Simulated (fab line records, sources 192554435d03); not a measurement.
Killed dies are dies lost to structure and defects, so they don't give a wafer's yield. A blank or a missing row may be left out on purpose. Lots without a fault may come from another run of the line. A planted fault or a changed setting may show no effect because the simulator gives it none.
fab line records | flow n5_finfet
record lots=10 wafers=30 last_day=18
route steps=1938 shown BEOL_M4@1036 PASSIVATION@1936
lots that met no fault: from a run of the same line without faults
start_h: hours from the record's first day to the start of the lot's first wafer shown | wait_h: hours since the lot's step before | " the same as in the row above | L1.1+2: a row that stands for several wafers | - no value, or no start given | * or withheld: withheld | < > ~ a bound
route shown NAME@n: a module of which the file shows steps, and the number in the route of the first | usual: mean/standard deviation of fault-free wafers | same: alike in all rows | chamber/n: place in a boat | sites: the reading at each site | _std_site: their standard deviation | _edge_site: outer sites' mean less inner sites' | radius_mm: how far each site lies from the wafer's centre | mask NAME#n: copy n | behind: the tool/chamber that last shaped the wafer | hold: why the lot was held/for how many hours/how that ended | device: the transistor (n, p or np) that didn't switch | end of line: the same wafers' tests at the end of the route | a step without rows: its recipe alone | killed: dies lost to structure and defects at the first sort, not the wafer's yield | map: a wafer's dies, x killed, . not, _ none there
set.NAME: the setting as run; set.NAME@STEP: as run at that earlier step | model.NAME: the simulator's own value behind a step, which no gauge read
steps of the route over a sample of lots; a table a step, a row a wafer
services: from which hour (start_h, from the record's first day; less than 0 if before it) a tool's chamber was out of use, for how many hours, and why
## steps
# step N5_BEOL_M4_INSPECT_13
# recipe mode=adi inspect_instrument=brightfield
# usual raw_defect_count=426/91
# columns lot.wafer tool chamber start_h wait_h raw_defect_count
L954.1 defect_inspect-01 - 159.80 0.1 520
L954.4 " - " " 428
L954.6 " - " " 351
L957.1 defect_inspect-01 - 194.48 0.1 426
L957.3 " - " " 437
L957.4 " - " " 461
L961.4 defect_inspect-02 - 205.54 0.0 420
L961.5 " - " " 463
L961.6 " - " " 396
L964.2 defect_inspect-02 - 220.24 0.0 365
L964.3 " - " " 377
L964.5 " - " " 321
L965.1 defect_inspect-01 - 235.03 0.1 531
L965.3 " - " " 522
L965.5 " - " " 748
L969.1 defect_inspect-01 - 267.01 0.1 395
L969.3 " - " " 472
L969.5 " - " " 347
L970.3 defect_inspect-01 - 268.57 0.0 496
L970.5 " - " " 523
L970.6 " - " " 440
L973.1 defect_inspect-01 - 276.74 0.1 481
L973.5 " - " " 363
L973.6 " - " " 326
L975.1 defect_inspect-02 - 307.63 0.1 351
L975.2 " - " " 364
L975.5 " - " " 326
L976.2 defect_inspect-01 - 309.12 0.0 433
L976.3 " - " " 506
L976.5 " - " " 453
# step N5_BEOL_M4_ETCH_63
# recipe chemistry=CF4 target=SiARC target_depth_a=156 mask_material=CAR-EUV time_s=26 ion_energy_ev=80 pressure_mtorr=40 source_w=545 bias_w=36 Ar_flow_sccm=100 cf4_flow_sccm=100 ends=cleared
# usual drypump_motor_current_A=5.6/0.64 etch_rf_on_time_s=25.9/0.45 oes_product_au=0.68/0.083 rf_vpp_V=183.9/1.3 showerhead_plenum_p_Torr=2.13/0.08 throttle_valve_pct=15.62/0.28
# columns lot.wafer tool chamber start_h wait_h drypump_motor_current_A etch_rf_on_time_s oes_product_au rf_hours_counter_h rf_vpp_V showerhead_plenum_p_Torr throttle_valve_pct
L954.1 rie_diel-06 1 160.06 0.0 4.9 25.9 0.66 145 183.7 2.08 15.95
L954.4 " 2 " " 6.6 25.9 0.58 240 182.7 2.04 15.71
L954.6 " 1 " " 4.9 25.6 0.65 - 183.8 2.08 15.98
L957.1 rie_diel-01 2 194.66 0.0 6.4 25.0 0.71 74 185.5 2.18 15.24
L957.3 " 0 " " 4.9 26.1 0.67 115 183.1 2.07 15.67
L957.4 " 1 " " 5.0 25.8 0.64 - 186.1 2.13 15.56
L961.4 rie_diel-05 3 205.65 0.0 6.1 26.1 0.60 - 184.6 2.20 15.98
L961.5 " 0 " " 6.1 25.5 0.75 - 183.9 2.10 15.30
L961.6 " 1 " " 5.8 26.3 0.60 - 183.6 2.11 15.83
L964.2 rie_diel-06 1 220.32 0.0 4.9 25.8 0.63 170 182.9 2.07 16.03
L964.3 " 3 " " 5.4 26.7 0.57 237 183.0 2.03 15.89
L964.5 " 1 " " 4.9 25.8 0.64 - 182.1 2.07 16.02
L965.1 rie_diel-06 2 235.11 0.0 6.6 25.6 0.84 10 185.7 2.28 15.27
L965.3 " 3 " " 5.4 26.6 0.57 242 182.0 2.03 15.90
L965.5 " 1 " " 4.8 25.8 0.62 - 182.6 2.07 16.02
L969.1 rie_diel-06 0 267.09 0.0 5.6 25.8 0.64 191 184.1 2.14 15.74
L969.3 " 2 " " 6.6 25.9 0.81 21 186.2 2.28 15.28
L969.5 " 1 " " 4.8 25.9 0.63 - 183.3 2.06 16.05
L970.3 rie_diel-01 2 268.66 0.0 6.5 24.9 0.69 100 184.9 2.17 15.29
L970.5 " 3 " " 5.2 26.3 0.78 - 183.7 2.09 15.28
L970.6 " 0 " " 4.9 26.0 0.66 - 184.1 2.06 15.73
L973.1 rie_diel-06 2 276.82 0.0 6.6 25.4 0.80 26 185.5 2.28 15.30
L973.5 " 2 " " 6.6 25.7 0.80 - 185.3 2.28 15.28
L973.6 " 3 " " 5.5 26.0 0.80 - 187.1 2.28 15.46
L975.1 rie_diel-06 3 307.95 0.0 5.4 26.0 0.76 14 184.4 2.27 15.47
L975.2 " 0 " " 5.6 25.6 0.63 205 185.1 2.14 15.77
L975.5 " 3 " " 5.5 26.3 0.76 - 186.9 2.27 15.48
L976.2 rie_diel-06 0 309.21 0.0 5.6 25.7 0.63 205 183.3 2.14 15.76
L976.3 " 1 " " 4.9 25.8 0.62 206 181.8 2.06 16.09
L976.5 " 2 " " 6.7 25.8 0.77 - 186.4 2.27 15.32
# step N5_BEOL_M4_EXPOSE_25
# recipe mask_id=V3 na=0.33 source_shape=quasar sigma_inner=0.2 sigma_outer=0.8 polarization=unpolarized defocus_nm=5 dose_mj=63
# usual exposure_dose_mJ_cm2=62.87/0.068
# same sigma_outer=0.8
# columns lot.wafer tool chamber start_h wait_h mask exposure_dose_mJ_cm2
L954.1 euv_scanner-02 0 160.91 - V3#0 62.96
L954.4 " 0 " " V3#0 62.87
L954.6 " 0 " " V3#0 62.92
L957.1 euv_scanner-01 0 195.22 - V3#0 62.74
L957.3 " 0 " " V3#0 62.74
L957.4 " 0 " " V3#0 62.78
L961.4 euv_scanner-02 0 206.34 - V3#0 62.84
L961.5 " 0 " " V3#0 62.82
L961.6 " 0 " " V3#0 62.79
L964.2 euv_scanner-02 0 220.89 - V3#0 62.99
L964.3 " 0 " " V3#0 62.89
L964.5 " 0 " " V3#0 62.89
L965.1 euv_scanner-01 0 235.79 - V3#0 62.76
L965.3 " 0 " " V3#0 62.87
L965.5 " 0 " " V3#0 62.83
L969.1 euv_scanner-02 0 267.65 - V3#0 62.86
L969.3 " 0 " " V3#0 62.89
L969.5 " 0 " " V3#0 62.86
L970.3 euv_scanner-02 0 269.32 - V3#0 64.99
L970.5 " 0 " " V3#0 65.02
L970.6 " 0 " " V3#0 64.94
L973.1 euv_scanner-02 0 277.38 - V3#0 63.95
L973.5 " 0 " " V3#0 63.91
L973.6 " 0 " " V3#0 63.96
L975.1 euv_scanner-01 0 308.63 - V3#0 62.92
L975.2 " 0 " " V3#0 62.94
L975.5 " 0 " " V3#0 62.93
L976.2 euv_scanner-01 0 309.84 - V3#0 62.79
L976.3 " 0 " " V3#0 62.77
L976.5 " 0 " " V3#0 62.85
# step N5_BEOL_M4_DESCUM_33
# recipe chemistry=O2 time_s=7 source_power_w=50 bias_power_w=20 pressure_mtorr=20 rf_frequency_hz=2.712e+07 temp_c=40 resist=CAR-EUV o2_flow_sccm=225
# usual drypump_motor_current_A=5.6/0.55 o2_flow_sccm=225.0/0.68 oes_product_au=0.80/0.097 rf_vpp_V=243.0/1.3 showerhead_plenum_p_Torr=2.08/0.065 throttle_valve_pct=20.38/0.27
# columns lot.wafer tool chamber start_h wait_h drypump_motor_current_A o2_flow_sccm oes_product_au rf_hours_counter_h rf_vpp_V showerhead_plenum_p_Torr throttle_valve_pct
L954.1 rie_diel-01 0 161.18 0.0 4.9 225.6 0.81 102 241.7 2.04 20.59
L954.4 " 1 " " 5.1 224.5 0.74 156 245.6 2.07 20.25
L954.6 " 1 " " 5.1 225.0 0.74 - 243.1 2.07 20.27
L957.1 rie_diel-05 2 195.70 0.0 5.5 224.9 0.66 250 244.6 2.15 20.27
L957.3 " 0 " " 6.1 223.5 0.88 46 241.6 2.05 20.14
L957.4 " 1 " " 5.7 224.8 0.70 245 242.0 2.06 20.55
L961.4 rie_diel-06 1 206.60 0.0 4.9 227.2 0.76 - 243.0 2.02 20.86
L961.5 " 0 " " 5.6 225.6 0.76 - 243.0 2.08 20.41
L961.6 " 3 " " 5.5 225.9 0.67 - 241.2 1.97 20.53
L964.2 rie_diel-05 2 221.15 0.0 5.5 224.5 0.99 1 244.1 2.15 20.01
L964.3 " 0 " " 6.1 225.4 0.88 57 242.5 2.05 20.15
L964.5 " 0 " " 6.1 224.7 0.87 - 242.4 2.05 20.16
L965.1 rie_diel-06 1 236.06 0.0 4.9 224.5 0.74 176 242.1 2.01 20.86
L965.3 " 3 " " 5.4 223.9 0.66 243 241.2 1.96 20.55
L965.5 " 2 " " 6.6 225.1 0.98 - 244.3 2.23 20.07
L969.1 rie_diel-05 2 267.93 0.0 5.5 225.2 0.92 19 243.6 2.14 20.02
L969.3 " 3 " " 6.1 225.6 0.69 235 244.4 2.13 20.69
L969.5 " 2 " " 5.5 225.7 0.92 - 244.8 2.14 20.04
L970.3 rie_diel-06 0 269.57 0.0 5.6 224.7 0.75 192 241.9 2.08 20.44
L970.5 " 0 " " 5.6 224.1 0.75 - 243.3 2.08 20.43
L970.6 " 2 " " 6.6 225.0 0.95 - 246.1 2.22 20.10
L973.1 rie_diel-06 0 277.67 0.1 5.6 225.5 0.74 195 242.2 2.08 20.45
L973.5 " 0 " " 5.6 225.0 0.74 - 242.9 2.08 20.44
L973.6 " 3 " " 5.4 224.6 0.94 - 244.1 2.22 20.35
L975.1 rie_diel-05 1 308.99 0.1 5.7 224.8 0.93 22 242.9 2.05 20.16
L975.2 " 3 " " 6.0 224.0 0.68 249 244.2 2.13 20.72
L975.5 " 0 " " 6.1 226.2 0.83 - 243.2 2.04 20.20
L976.2 rie_diel-01 1 310.10 0.0 5.1 225.2 0.70 206 242.9 2.05 20.34
L976.3 " 0 " " 4.9 224.9 0.76 155 242.8 2.02 20.67
L976.5 " 0 " " 4.9 224.9 0.76 - 242.3 2.02 20.68
# step N5_BEOL_M4_RC_MEAS_101
# usual DIBL_N=36.0/1.8 DIBL_P=36.3/2.4 IOFF_N=0.16/0.035 IOFF_P=0.21/0.036 ION_N=673/13 ION_P=461/7.2 SS_N=71.4/0.6 SS_P=73.2/0.7 VT_N=250/4 VT_P=-250.9/2.9
# columns lot.wafer tool chamber start_h wait_h DIBL_N[mV/V] DIBL_P[mV/V] IOFF_N[nA/um] IOFF_P[nA/um] ION_N[uA/um] ION_P[uA/um] SS_N[mV/dec] SS_P[mV/dec] VT_N[mV] VT_P[mV]
L954.1 prober-02 0 188.25 0.0 36.7 38.2 0.19 0.25 675 465 72.5 73.7 248 -248.4
L954.4 " 0 " " 34.7 33.9 0.14 0.17 666 457 72.2 72.5 250 -252.9
L954.6 " 0 " " 39.2 41.4 0.25 0.32 693 473 72.8 74.6 242 -245.7
L957.1 prober-02 0 202.87 0.0 33.9 34.9 0.13 0.17 674 461 70.4 73.2 254 -250.4
L957.3 " 0 " " 37.5 37.1 0.19 0.20 668 455 72.0 73.4 248 -251.0
L957.4 " 0 " " 35.4 36.2 0.15 0.19 678 470 71.5 73.2 249 -250.7
L961.4 prober-01 0 221.29 0.5 37.1 38.9 0.18 0.20 690 466 70.7 73.9 244 -253.0
L961.5 " 0 " " 38.0 39.6 0.18 0.22 681 464 71.6 74.2 247 -252.3
L961.6 " 0 " " 40.5 43.6 0.26 0.29 697 464 72.0 74.2 242 -248.7
L964.2 prober-01 0 227.39 0.2 35.3 35.9 0.13 0.21 668 464 70.6 73.9 255 -250.9
L964.3 " 0 " " 34.6 35.0 0.13 0.19 673 473 70.6 73.0 253 -252.9
L964.5 " 0 " " 32.8 32.3 0.10 0.15 657 458 70.4 71.3 259 -252.3
L965.1 prober-01 0 248.08 0.0 35.0 33.1 0.12 0.16 660 450 70.9 73.1 254 -254.4
L965.3 " 0 " " 38.4 38.1 0.20 0.23 671 455 72.2 73.1 248 -248.3
L965.5 " 0 " " 38.7 39.4 0.20 0.25 673 459 71.8 74.1 248 -248.3
L969.1 prober-01 0 275.95 0.0 35.5 34.3 0.13 0.18 662 454 70.9 72.9 255 -251.6
L969.3 " 0 " " 32.1 31.1 0.09 0.13 640 441 70.4 72.0 259 -256.4
L969.5 " 0 " " 34.3 32.7 0.11 0.15 664 460 70.6 72.1 256 -255.7
L970.3 prober-02 0 280.20 0.3 35.5 37.7 0.18 0.22 683 467 70.6 73.8 247 -248.6
L970.5 " 0 " " 34.0 35.7 0.14 0.19 682 469 71.1 72.9 251 -251.5
L970.6 " 0 " " 36.1 37.6 0.17 0.23 680 457 71.8 73.7 247 -248.3
L973.1 prober-02 0 286.98 0.0 36.0 35.9 0.15 0.20 675 461 71.1 74.0 252 -250.9
L973.5 " 0 " " 33.0 32.7 0.11 0.16 668 459 70.9 73.1 253 -252.0
L973.6 " 0 " " 37.4 36.6 0.16 0.21 667 457 71.4 73.7 253 -251.4
L976.2 prober-01 0 318.44 0.2 37.2 37.1 0.16 0.21 673 457 71.4 73.4 250 -252.4
L976.3 " 0 " " 37.9 36.6 0.16 0.21 681 461 72.1 74.0 250 -252.9
L976.5 " 0 " " 39.3 38.0 0.20 0.25 687 464 72.2 73.7 247 -246.7
L975.1 prober-02 0 319.72 0.0 37.5 39.3 0.18 0.24 691 475 71.0 73.8 246 -246.5
L975.2 " 0 " " 37.7 39.7 0.18 0.25 680 471 72.0 74.1 247 -247.2
L975.5 " 0 " " 36.6 38.0 0.16 0.23 685 474 71.1 73.4 246 -248.1
# step N5_PASSIVATION_PROBE_49
# usual defect_limited_yield=91.2/1.4 killed_at_M0_to_M3=35/11 killed_at_M4_up=14/5.6 killed_at_contacts=12/5.6 killed_at_front_end=38/11 killed_at_other=4/3.4 killed_dies=103/17 killed_open=68/12 killed_short=33/8.8 sort_bin_4_leakage=0.00/0.007 sort_bin_5_function=5.1/0.89 sort_bin_6_memory=3.3/0.71 sort_n_pass=1077/17 sort_yield_pct=91.2/1.4
# same gross_dies=1180 killed_at_back_side=0 sort_bin_8_speed[%]=0
# columns lot.wafer tool chamber start_h wait_h defect_limited_yield[%] killed_at_M0_to_M3 killed_at_M4_up killed_at_contacts killed_at_front_end killed_at_other killed_dies killed_open killed_short sort_bin_4_leakage[%] sort_bin_5_function[%] sort_bin_6_memory[%] sort_n_pass sort_yield_pct[%]
L969.3 prober-01 - 391.06 0.1 90.0 24 17 18 54 5 118 75 39 0 5.3 4.3 1062 90.0
# killed by level:class
L969.3 FIN_SAQP:geometric_particle:open=18 MOL_CONTACT_COAG:geometric_particle:open=16 FIN_SAQP:geometric_particle:short=14 BEOL_M0_SAQP:geometric_particle:open=8 BEOL_M0_SAQP:geometric_particle:short=7 BEOL_M4:geometric_particle:short=5 STI_FIN_REVEAL:geometric_particle:open=4 ILD0:geometric_particle:short=4
## services
# columns tool chamber start_h hours kind
euv_scanner-01 - 139.76 4.6 pm
euv_scanner-02 - 144.38 1.0 pm
rie_diel-05 - 147.49 16.3 repair
euv_scanner-01 - 149.13 1.0 pm
rie_diel-01 1 164.18 2.6 repair
euv_scanner-02 - 179.90 17.3 pm
rie_diel-06 2 186.97 - clean
rie_diel-06 2 186.97 - consumable_replace:focus_ring
rie_diel-06 2 186.97 - consumable_replace:showerhead
rie_diel-06 2 186.97 13.7 scheduled_down
rie_diel-06 2 186.97 13.7 vent_cycle
euv_scanner-02 - 197.20 4.6 pm
euv_scanner-01 - 204.46 12.0 pm
euv_scanner-01 - 216.46 1.0 pm
rie_diel-05 - 220.37 0.1 repair
rie_diel-05 - 242.12 2.8 pm
euv_scanner-01 - 248.81 0.4 repair
rie_diel-05 0 249.32 13.7 repair
euv_scanner-02 - 254.58 1.0 pm
euv_scanner-01 - 261.43 1.0 pm
rie_diel-01 1 266.36 5.0 repair
euv_scanner-01 - 282.62 5.8 pm
euv_scanner-01 - 300.07 6.2 pm
euv_scanner-02 - 306.32 5.8 pm
## key
first_sign step=N5_BEOL_M4_EXPOSE_25 reading=exposure_dose_mJ_cm2 direction=up sigmas=23 usual=62.87 struck=64.46
effect none on later readings
met_at N5_BEOL_M4_EXPOSE_25
struck_lots L970,L973
rows_end L970.3,L970.5,L970.6,L973.1,L973.5,L973.6
loop_trim step=N5_BEOL_M4_EXPOSE_25 setting=dose lots=L973
not_acting_at N5_BEOL_M4_INSPECT_13,N5_BEOL_M4_ETCH_63,N5_BEOL_M4_DESCUM_33
onset_between 267.65 269.32
fault kind=process_parameter_drift tool=euv_scanner-02 chamber=- onset_h=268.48 steps=N5_BEOL_M4_EXPOSE_25 channel=dose_mj offset=2.1657 shape=step acts_in=these_recipes_only stated=63
# rows_end: these wafers met a further fault down the route, and their rows from its step on are left out
# loop_trim: a control loop set the setting to another value than it would have without faults
